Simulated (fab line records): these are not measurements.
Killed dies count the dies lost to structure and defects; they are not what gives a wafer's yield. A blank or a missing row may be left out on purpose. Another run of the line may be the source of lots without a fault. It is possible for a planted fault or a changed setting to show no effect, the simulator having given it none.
What tool caused it?    flow n5_finfet    Sampling: 24 lots, 72 wafers, 5 of 1938 route steps

== WHAT THE GAUGES READ, wafer by wafer ==
N5_BEOL_M0_INSPECT_127: inspects for defects (darkfield). Usual: raw_defect_count reads 66 (standard deviation 23).
lot   measured      on                 raw_defect_count  flag
L074  day 5 22:36   defect_inspect-01  99 58 79          
L075  day 6 07:07   defect_inspect-01  54 125 61         
L076  day 6 16:29   defect_inspect-01  70 54 76          
L077  day 6 18:26   defect_inspect-01  33 66 60          
L078  day 6 20:49   defect_inspect-01  75 109 116        
L079  day 7 06:02   defect_inspect-01  98 85 68          
L080  day 7 19:58   defect_inspect-01  36 40 47          
L081  day 7 18:51   defect_inspect-02  73 48 44          
L082  day 8 03:44   defect_inspect-02  86 69 92          
L083  day 8 09:25   defect_inspect-01  63 37 86          
L084  day 8 13:38   defect_inspect-02  42 55 58          
L086  day 9 02:07   defect_inspect-02  59 44 75          
L085  day 9 04:55   defect_inspect-02  106 63 61         
L087  day 9 11:31   defect_inspect-02  87 37 40          
L089  day 9 18:00   defect_inspect-01  44 60 37          
L088  day 9 22:08   defect_inspect-02  79 56 56          
L090  day 10 03:46  defect_inspect-02  33 80 48          
L091  day 10 06:39  defect_inspect-01  116 42 56         
L092  day 10 18:43  defect_inspect-01  85 78 91          
L093  day 10 22:14  defect_inspect-02  73 139 60         
L094  day 11 03:05  defect_inspect-02  60 112 98         
L095  day 11 07:58  defect_inspect-02  75 51 72          
L096  day 11 13:53  defect_inspect-01  55 45 55          
L097  day 12 14:14  defect_inspect-01  67 53 36          

N5_BEOL_M1_CD_MEAS_35: target cd 18 nm, target cd y 21 nm. Usual: cd_nm reads 18.0 nm (standard deviation 0.31).
lot   measured      on         cd_nm (nm)      flag
L074  day 6 09:35   cd_sem-01  18.1 18.1 18.5  
L075  day 6 19:35   cd_sem-02  18.1 18.6 18.6  
L076  day 6 19:47   cd_sem-01  17.9 17.8 18.0  
L077  day 7 01:27   cd_sem-02  18.2 18.1 17.7  
L078  day 7 01:55   cd_sem-02  17.9 17.9 17.7  
L079  day 7 11:55   cd_sem-03  17.9 18.4 18.1  
L080  day 8 13:20   cd_sem-03  17.9 17.7 18.2  
L081  day 8 13:00   cd_sem-02  18.2 18.0 17.3  
L082  day 8 16:35   cd_sem-02  18.3 17.1 18.2  
L083  day 8 16:21   cd_sem-02  17.8 17.1 18.0  
L084  day 8 21:37   cd_sem-03  17.7 17.9 17.1  
L086  day 9 14:13   cd_sem-03  17.8 18.1 17.8  
L085  day 9 13:09   cd_sem-01  17.4 17.6 17.9  
L087  day 9 22:45   cd_sem-02  18.2 18.3 17.8  
L089  day 10 02:22  cd_sem-02  17.8 17.8 18.3  
L088  day 10 06:27  cd_sem-02  18.3 17.9 17.9  
L090  day 10 16:56  cd_sem-02  18.1 17.7 17.8  
L091  day 10 19:59  cd_sem-03  18.0 18.5 18.2  
L092  day 11 11:26  cd_sem-01  18.1 17.9 18.0  
L093  day 11 15:28  cd_sem-02  17.8 17.9 17.8  
L094  day 11 16:19  cd_sem-02  17.8 18.0 17.6  
L095  day 12 05:01  cd_sem-01  18.0 18.1 18.0  
L096  day 12 14:50  cd_sem-01  18.0 17.5 17.7  
L097  day 13 03:35  cd_sem-03  17.7 18.4 17.7  

== TOOL THAT RAN EACH LOT (tool first, then ch and the chambers of the sampled wafers, then the start) ==
lot   N5_BEOL_M0_CUTY_ETCH_62             N5_BEOL_M0_SPUTTER_141        N5_BEOL_M1_STRIP_19
L074  rie_diel-03 ch 0,3, day 5 16:16     pvd_sputter-02, day 5 21:26   rie_diel-02 ch 1,2, day 6 01:27
L075  rie_diel-01 ch 0,1,2, day 6 01:16   pvd_sputter-02, day 6 05:59   rie_diel-02 ch 1,2, day 6 10:09
L076  rie_diel-03 ch 0,3, day 6 06:53     pvd_sputter-02, day 6 14:59   rie_diel-06 ch 0,3, day 6 17:44
L077  rie_diel-04 ch 0,1,3, day 6 11:03   pvd_sputter-02, day 6 17:22   rie_diel-06 ch 0,1,3, day 6 20:19
L078  rie_diel-04 ch 0,1,3, day 6 15:59   pvd_sputter-01, day 6 19:44   rie_diel-05 ch 1,2,3, day 6 23:23
L079  rie_diel-01 ch 0,3, day 6 21:54     pvd_sputter-01, day 7 04:58   rie_diel-05 ch 1,2,3, day 7 08:20
L080  rie_diel-04 ch 0,1, day 7 13:04     pvd_sputter-03, day 7 18:53   rie_diel-02 ch 0,1,2, day 7 23:19
L081  rie_diel-01 ch 0,2,3, day 7 14:05   pvd_sputter-02, day 7 17:39   rie_diel-06 ch 0,1,2, day 7 23:02
L082  rie_diel-01 ch 0,1,3, day 7 17:58   pvd_sputter-02, day 8 02:40   rie_diel-06 ch 2,3, day 8 05:08
L083  rie_diel-04 ch 0,3, day 8 00:45     pvd_sputter-01, day 8 08:20   rie_diel-02 ch 0,1,2, day 8 13:04
L084  rie_diel-04 ch 0,3, day 8 07:07     pvd_sputter-01, day 8 12:30   rie_diel-06 ch 0,1,2, day 8 16:57
L086  rie_diel-01 ch 0,1,3, day 8 19:35   pvd_sputter-02, day 9 01:01   rie_diel-02 ch 2,3, day 9 03:53
L085  rie_diel-01 ch 1,3, day 8 23:36     pvd_sputter-02, day 9 03:50   rie_diel-05 ch 0,1,2, day 9 08:13
L087  rie_diel-04 ch 0,1,2, day 9 04:17   pvd_sputter-03, day 9 09:34   rie_diel-06 ch 0,1,2, day 9 14:53
L089  rie_diel-01 ch 1,2,3, day 9 11:24   pvd_sputter-03, day 9 16:47   rie_diel-06 ch 0,1,2, day 9 19:49
L088  rie_diel-04 ch 0,1,3, day 9 15:46   pvd_sputter-01, day 9 21:04   rie_diel-06 ch 0,2, day 9 23:20
L090  rie_diel-04 ch 0,3, day 9 19:58     pvd_sputter-03, day 10 02:21  rie_diel-05 ch 2,3, day 10 06:44
L091  rie_diel-03 ch 0,1,3, day 10 01:02  pvd_sputter-03, day 10 05:34  rie_diel-06 ch 0,1,3, day 10 08:17
L092  rie_diel-04 ch 0,1,3, day 10 11:40  pvd_sputter-02, day 10 17:35  rie_diel-05 ch 0,1,2, day 10 20:45
L093  rie_diel-01 ch 0,1,3, day 10 12:57  pvd_sputter-01, day 10 21:00  rie_diel-05 ch 0,1,2, day 11 02:09
L094  rie_diel-01 ch 0,2,3, day 10 16:36  pvd_sputter-03, day 11 01:40  rie_diel-02 ch 1,2,3, day 11 05:13
L095  rie_diel-01 ch 0,1,3, day 11 01:11  pvd_sputter-01, day 11 06:17  rie_diel-02 ch 0,1,3, day 11 11:05
L096  rie_diel-04 ch 0,1,3, day 11 08:44  pvd_sputter-02, day 11 12:38  rie_diel-06 ch 1,3, day 11 16:22
L097  rie_diel-04 ch 0,1,3, day 12 06:53  pvd_sputter-03, day 12 13:07  rie_diel-06 ch 2,3, day 12 16:23
- N5_BEOL_M0_CUTY_ETCH_62: etches SiARC in CF4, time 58.5 s.
- N5_BEOL_M0_SPUTTER_141: material Cu, target thk 4 nm, time 7.37 s.
- N5_BEOL_M1_STRIP_19: strips in O2.

== WHAT THE TOOLS THEMSELVES READ (means of the sampled wafers that have a number; where no wafer has one, the mark that the record gives instead) ==
N5_BEOL_M0_CUTY_ETCH_62. Usual: drypump_motor_current_A 5.6 A, standard deviation 0.47; etch_rf_on_time_s 58.1 s, standard deviation 0.87; oes_product_au 0.73 a.u., standard deviation 0.065; rf_vpp_V 184.4 V, standard deviation 1.3; showerhead_plenum_p_Torr 2.18 Torr, standard deviation 0.082; throttle_valve_pct 15.49 %, standard deviation 0.18.
lot   tool         drypump_motor_current_A (A)  etch_rf_on_time_s (s)  oes_product_au (a.u.)  rf_vpp_V (V)  showerhead_plenum_p_Torr (Torr)  throttle_valve_pct (%)  flag
L074  rie_diel-03  5.0                          58.6                   0.62                   185.4         2.18                             15.79                   
L075  rie_diel-01  5.4                          57.7                   0.77                   185.5         2.24                             15.44                   
L076  rie_diel-03  5.3                          58.0                   0.60                   183.5         2.15                             15.75                   
L077  rie_diel-04  5.4                          58.9                   0.73                   184.1         2.13                             15.49                   
L078  rie_diel-04  5.4                          59.6                   0.72                   183.1         2.13                             15.51                   
L079  rie_diel-01  5.9                          57.9                   0.73                   183.6         2.14                             15.47                   
L080  rie_diel-04  5.2                          58.9                   0.77                   183.5         2.16                             15.34                   
L081  rie_diel-01  5.8                          57.8                   0.77                   184.9         2.18                             15.47                   
L082  rie_diel-01  5.7                          57.8                   0.74                   184.2         2.18                             15.50                   
L083  rie_diel-04  5.6                          59.2                   0.71                   183.7         2.08                             15.61                   
L084  rie_diel-04  5.6                          59.1                   0.70                   183.3         2.08                             15.60                   
L086  rie_diel-01  5.7                          57.6                   0.73                   184.4         2.18                             15.51                   
L085  rie_diel-01  5.9                          57.4                   0.76                   184.4         2.16                             15.54                   
L087  rie_diel-04  5.5                          57.9                   0.73                   184.9         2.17                             15.36                   
L089  rie_diel-01  5.6                          57.7                   0.75                   184.5         2.21                             15.50                   
L088  rie_diel-04  5.4                          57.8                   0.78                   185.1         2.21                             15.39                   
L090  rie_diel-04  5.8                          57.2                   0.81                   184.7         2.22                             15.49                   
L091  rie_diel-03  5.6                          58.5                   0.71                   183.7         2.19                             15.57                   
L092  rie_diel-04  5.5                          58.8                   0.76                   185.0         2.21                             15.41                   
L093  rie_diel-01  5.7                          57.4                   0.72                   184.8         2.17                             15.55                   
L094  rie_diel-01  5.8                          58.0                   0.72                   184.7         2.17                             15.52                   
L095  rie_diel-01  5.7                          57.7                   0.71                   184.1         2.17                             15.56                   
L096  rie_diel-04  5.5                          58.1                   0.75                   185.3         2.21                             15.43                   
L097  rie_diel-04  5.5                          57.4                   0.75                   183.7         2.20                             15.45                   

N5_BEOL_M0_SPUTTER_141. Usual: chamber_pressure_pa 0.07 Pa, standard deviation 0.00015; throttle_valve_pct 30.5 %, standard deviation 0.62.
lot   tool            chamber_pressure_pa (Pa)  throttle_valve_pct (%)  flag
L074  pvd_sputter-02  0.07                      30.6                    
L075  pvd_sputter-02  0.07                      30.3                    
L076  pvd_sputter-02  0.07                      30.0                    
L077  pvd_sputter-02  0.07                      29.9                    
L078  pvd_sputter-01  0.07                      31.2                    
L079  pvd_sputter-01  0.07                      30.9                    
L080  pvd_sputter-03  0.07                      30.3                    
L081  pvd_sputter-02  0.07                      30.5                    
L082  pvd_sputter-02  0.07                      30.5                    
L083  pvd_sputter-01  0.07                      31.3                    
L084  pvd_sputter-01  0.07                      31.3                    
L086  pvd_sputter-02  0.07                      30.3                    
L085  pvd_sputter-02  0.07                      30.4                    
L087  pvd_sputter-03  0.07                      30.0                    
L089  pvd_sputter-03  0.07                      30.3                    
L088  pvd_sputter-01  0.07                      30.9                    
L090  pvd_sputter-03  0.07                      30.0                    
L091  pvd_sputter-03  0.07                      30.0                    
L092  pvd_sputter-02  0.07                      30.0                    
L093  pvd_sputter-01  0.07                      31.2                    
L094  pvd_sputter-03  0.07                      30.2                    
L095  pvd_sputter-01  0.07                      30.7                    
L096  pvd_sputter-02  0.07                      30.6                    
L097  pvd_sputter-03  0.07                      30.0                    

N5_BEOL_M1_STRIP_19. Usual: drypump_motor_current_A 5.8 A, standard deviation 0.51; o2_flow_sccm 225.0 sccm, standard deviation 0.59; oes_product_au 0.80 a.u., standard deviation 0.071; rf_vpp_V 3.6 V, standard deviation 0.48; showerhead_plenum_p_Torr 2.10 Torr, standard deviation 0.068; throttle_valve_pct 16.60 %, standard deviation 0.18.
lot   tool         drypump_motor_current_A (A)  o2_flow_sccm (sccm)  oes_product_au (a.u.)  rf_vpp_V (V)  showerhead_plenum_p_Torr (Torr)  throttle_valve_pct (%)  flag
L074  rie_diel-02  6.2                          225.6                0.88                   3.7           2.18                             16.60                   
L075  rie_diel-02  6.2                          224.8                0.88                   3.4           2.18                             16.63                   
L076  rie_diel-06  5.9                          225.6                0.79                   4.1           2.05                             16.70                   
L077  rie_diel-06  5.8                          224.6                0.79                   4.0           2.05                             16.65                   
L078  rie_diel-05  5.7                          224.8                0.82                   3.4           2.12                             16.41                   
L079  rie_diel-05  5.7                          225.1                0.82                   3.8           2.12                             16.41                   
L080  rie_diel-02  6.1                          225.4                0.85                   3.4           2.17                             16.52                   
L081  rie_diel-06  6.0                          224.9                0.74                   3.7           2.06                             16.70                   
L082  rie_diel-06  6.3                          224.7                0.73                   4.1           2.06                             16.89                   
L083  rie_diel-02  6.1                          224.9                0.85                   3.9           2.16                             16.53                   
L084  rie_diel-06  6.0                          225.2                0.74                   3.3           2.06                             16.70                   
L086  rie_diel-02  5.2                          224.6                0.83                   3.9           2.06                             16.46                   
L085  rie_diel-05  5.5                          224.8                0.80                   3.6           2.11                             16.48                   
L087  rie_diel-06  6.0                          225.2                0.73                   3.1           2.06                             16.72                   
L089  rie_diel-06  6.0                          224.6                0.73                   3.5           2.06                             16.71                   
L088  rie_diel-06  6.5                          225.2                0.69                   3.7           2.07                             16.82                   
L090  rie_diel-05  5.6                          224.8                0.80                   3.7           2.15                             16.45                   
L091  rie_diel-06  5.7                          224.4                0.76                   3.5           2.05                             16.68                   
L092  rie_diel-05  5.4                          225.5                0.79                   3.4           2.10                             16.49                   
L093  rie_diel-05  5.4                          224.9                0.79                   3.8           2.10                             16.49                   
L094  rie_diel-02  5.7                          224.4                0.82                   4.1           2.13                             16.56                   
L095  rie_diel-02  5.6                          225.0                0.82                   3.4           2.12                             16.44                   
L096  rie_diel-06  5.6                          225.0                0.78                   2.9           2.03                             16.80                   
L097  rie_diel-06  6.3                          225.2                0.90                   3.8           2.05                             16.64                   

== THE ANSWER, worked out from the rows above alone ==
Rule: a lot counts as off when the mean over its wafers that have a number is more than 3 standard deviations away from the usual mean. A lot without any number at a reading at which 4 lots or more have one is off too. All remaining lots with rows at the step are treated as sound. After the gauges, taken in route order, come the tools' own readings; for these a lot's mean is taken, as printed above. The first step at which some lot is off is used, and at that step the reading that is off furthest; a lot without a number counts as furthest.
No lot is off at any reading shown: from this, nothing can be told.

== WHAT THE SIMULATOR HAD PUT IN ==
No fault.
